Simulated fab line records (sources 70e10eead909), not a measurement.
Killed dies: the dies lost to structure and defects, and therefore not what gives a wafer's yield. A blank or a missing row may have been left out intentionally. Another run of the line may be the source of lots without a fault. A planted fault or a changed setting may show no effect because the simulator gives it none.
Which tool did it?	flow nandHarc	14 lots with 42 wafers sampled at 4 steps, on a route of 1302 steps

## WHAT THE GAUGES SHOWED, per wafer
Not one reading of a measure or inspect step in the record can be checked against a usual standard deviation.

## WHICH TOOL RAN EACH LOT (tool, then ch and the chambers of the sampled wafers, then the start)
lot	NHARC_A_CHANNEL_HOLE_D2_ETCH_26	NHARC_A_CHANNEL_FILL_D2_ALD_02	NHARC_A_CHANNEL_FILL_D2_STRIP_28	NHARC_A_CHANNEL_FILL_D2_ANNEAL_22
L998	harEtch-01 ch 0,1, day 13 05:54	aldHk-04 ch 2,3, day 13 08:06	rieDiel-04 ch 0,1,2, day 14 09:29	furnace-08 ch 0, day 14 17:35
L100	harEtch-01 ch 0,1, day 14 08:19	aldHk-01 ch 0,1, day 14 10:32	rieDiel-04 ch 0,1,2, day 15 13:28	furnace-05 ch 0, day 15 20:41
L101	harEtch-02 ch 0,1, day 14 11:25	aldHk-04 ch 0,1,3, day 14 13:41	rieDiel-04 ch 2,3, day 15 13:30	furnace-05 ch 0, day 15 20:41
L103	harEtch-01 ch 1, day 15 09:41	aldHk-04 ch 0,1, day 15 11:46	rieDiel-04 ch 1,2,3, day 16 13:44	furnace-05 ch 0, day 16 21:04
L102	harEtch-02 ch 0, day 15 11:18	aldHk-04 ch 2,3, day 15 13:41	rieDiel-13 ch 2,3, day 16 13:44	furnace-05 ch 0, day 16 21:04
L111	harEtch-01 ch 0,1, day 19 11:32	aldHk-04 ch 0,1, day 19 13:43	rieDiel-13 ch 0,1, day 20 13:32	furnace-08, day 20 21:08
L112	harEtch-02 ch 0,1, day 19 12:55	aldHk-02 ch 0,1,2, day 19 15:16	rieDiel-04 ch 2,3, day 20 13:29	furnace-08, day 20 21:08
L115	harEtch-02 ch 0,1, day 20 13:52	aldHk-02 ch 0,3, day 20 15:57	rieDiel-03 ch 1,2,3, day 21 19:44	furnace-05 ch 0, day 22 03:11
L116	harEtch-01 ch 0,1, day 21 00:53	aldHk-02 ch 0,1,3, day 21 04:52	rieDiel-04 ch 1,2,3, day 22 05:11	furnace-05 ch 0, day 22 12:26
L117	harEtch-02 ch 0,1, day 21 02:04	aldHk-04 ch 1,2,3, day 21 05:07	rieDiel-13 ch 2,3, day 22 05:10	furnace-05 ch 0, day 22 12:26
L118	harEtch-02 ch 0,1, day 21 20:01	aldHk-04 ch 0,1,2, day 21 22:04	rieDiel-04 ch 0,1, day 22 22:30	furnace-08 ch 0, day 23 06:20
L119	harEtch-02 ch 0, day 22 07:34	aldHk-02 ch 0,1,3, day 22 09:57	rieDiel-13 ch 1,2,3, day 23 10:10	furnace-02 ch 0, day 23 18:02
L120	harEtch-02 ch 0,1, day 22 22:23	aldHk-04 ch 1,3, day 23 00:31	rieDiel-04 ch 1,3, day 24 00:50	furnace-02 ch 0, day 24 08:47
L121	harEtch-01 ch 0,1, day 22 22:55	aldHk-04 ch 0,3, day 23 01:05	rieDiel-13 ch 0,3, day 24 00:50	furnace-02 ch 0, day 24 08:47
- NHARC_A_CHANNEL_HOLE_D2_ETCH_26: etches the open film in C4F8/O2/Ar, time 224.1 s, target depth 300 nm.
- NHARC_A_CHANNEL_FILL_D2_ALD_02: deposits SiO2, target thk 6 nm, pulse time 10 s, ald cycles 60.
- NHARC_A_CHANNEL_FILL_D2_STRIP_28: strips in O2, time 20 s.
- NHARC_A_CHANNEL_FILL_D2_ANNEAL_22: time 7200 s.

## AS READ BY THE TOOLS THEMSELVES (means over the sampled wafers that have a number; for cases with no such wafer, the mark the record gives instead)
NHARC_A_CHANNEL_HOLE_D2_ETCH_26. Usual: drypumpMotorCurrentA 5.23 A, standard deviation 0.21; showerheadPlenumPTorr 3.72 Torr, standard deviation 0.12; throttleValvePct 24.583 %, standard deviation 0.009.
lot	tool	drypumpMotorCurrentA (A)	showerheadPlenumPTorr (Torr)	throttleValvePct (%)	flag
L998	harEtch-01	5.35	3.70	24.580	
L100	harEtch-01	5.35	3.69	24.585	
L101	harEtch-02	5.06	3.65	24.591	
L103	harEtch-01	5.35	3.66	24.580	
L102	harEtch-02	4.89	3.62	24.585	
L111	harEtch-01	5.36	3.65	24.581	
L112	harEtch-02	5.21	3.78	24.578	
L115	harEtch-02	5.06	3.87	24.578	
L116	harEtch-01	5.36	3.63	24.585	
L117	harEtch-02	5.21	3.77	24.578	
L118	harEtch-02	5.22	3.76	24.581	
L119	harEtch-02	4.89	3.95	24.574	
L120	harEtch-02	5.06	3.86	24.582	
L121	harEtch-01	5.37	3.65	24.592	

NHARC_A_CHANNEL_FILL_D2_ALD_02. Usual: heaterPowerW 488 W, standard deviation 55; precursorPulseHeightRel 1.001, standard deviation 0.02.
lot	tool	heaterPowerW (W)	precursorPulseHeightRel	flag
L998	aldHk-04	549	0.994	
L100	aldHk-01	435	0.989	
L101	aldHk-04	515	0.997	
L103	aldHk-04	499	0.999	
L102	aldHk-04	528	0.997	
L111	aldHk-04	502	0.999	
L112	aldHk-02	463	0.994	
L115	aldHk-02	500	0.988	
L116	aldHk-02	469	1.008	
L117	aldHk-04	542	1.011	
L118	aldHk-04	510	0.991	
L119	aldHk-02	467	1.007	
L120	aldHk-04	526	1.010	
L121	aldHk-04	505	0.997	

NHARC_A_CHANNEL_FILL_D2_STRIP_28. Usual: drypumpMotorCurrentA 5.6 A, standard deviation 0.35; oesProductAu 1.001 a.u., standard deviation 0.0095; rfVppV 57.8 V, standard deviation 0.85; showerheadPlenumPTorr 3.52 Torr, standard deviation 0.14; throttleValvePct 17.036 %, standard deviation 0.0079.
lot	tool	drypumpMotorCurrentA (A)	oesProductAu (a.u.)	rfVppV (V)	showerheadPlenumPTorr (Torr)	throttleValvePct (%)	flag
L998	rieDiel-04	5.7	0.994	57.8	3.48	17.035	
L100	rieDiel-04	5.7	0.994	57.1	3.48	17.033	
L101	rieDiel-04	5.5	1.000	58.3	3.70	17.044	
L103	rieDiel-04	5.6	1.001	57.7	3.58	17.039	
L102	rieDiel-13	5.6	1.000	57.9	3.40	17.032	
L111	rieDiel-13	6.0	1.004	58.5	3.62	17.033	
L112	rieDiel-04	5.5	1.002	57.9	3.70	17.040	
L115	rieDiel-03	5.8	1.007	57.7	3.46	17.042	
L116	rieDiel-04	5.6	0.995	57.8	3.58	17.036	
L117	rieDiel-13	5.5	1.009	57.7	3.40	17.031	
L118	rieDiel-04	5.5	1.012	58.4	3.37	17.038	
L119	rieDiel-13	5.6	1.004	58.2	3.52	17.042	
L120	rieDiel-04	5.7	0.994	57.9	3.46	17.038	
L121	rieDiel-13	5.7	1.006	57.4	3.39	17.037	

NHARC_A_CHANNEL_FILL_D2_ANNEAL_22. Usual: runLengthS 7231 s, standard deviation 4.6; spikeTcBottomC 639 C, standard deviation 4.6.
lot	tool	runLengthS (s)	spikeTcBottomC (C)	flag
L998	furnace-08	7234	644	
L100	furnace-05	7234	635	
L101	furnace-05	7233	635	
L103	furnace-05	7237	636	
L102	furnace-05	7231	636	
L111	furnace-08	-	-	OFF
L112	furnace-08	-	-	OFF
L115	furnace-05	7230	635	
L116	furnace-05	7228	635	
L117	furnace-05	7228	635	
L118	furnace-08	7236	645	
L119	furnace-02	7222	644	
L120	furnace-02	7227	643	
L121	furnace-02	7227	645	

## THE ANSWER, worked out from the rows above alone
Rule: lot off if the mean of its wafers having a number is beyond 3 standard deviations from the usual mean. Also off: a lot with no number at a reading for which 4 or more lots have one. All remaining lots with rows at the step are treated as sound. After the gauges, taken in route order, come the tools' own readings; for these a lot's mean is taken, as printed above. At the first step where some lot is off, the reading lying furthest off is the one used; lots without a number count as furthest.
Off: L111, L112 (NHARC_A_CHANNEL_FILL_D2_ANNEAL_22, runLengthS). Without a number there: L111, L112.
A tool fits if, at that step or a process step before it, it ran every lot that is off, and no sound lot after the first of them. Of those tried, none fits.

## WHAT HAD BEEN PUT IN BY THE SIMULATOR
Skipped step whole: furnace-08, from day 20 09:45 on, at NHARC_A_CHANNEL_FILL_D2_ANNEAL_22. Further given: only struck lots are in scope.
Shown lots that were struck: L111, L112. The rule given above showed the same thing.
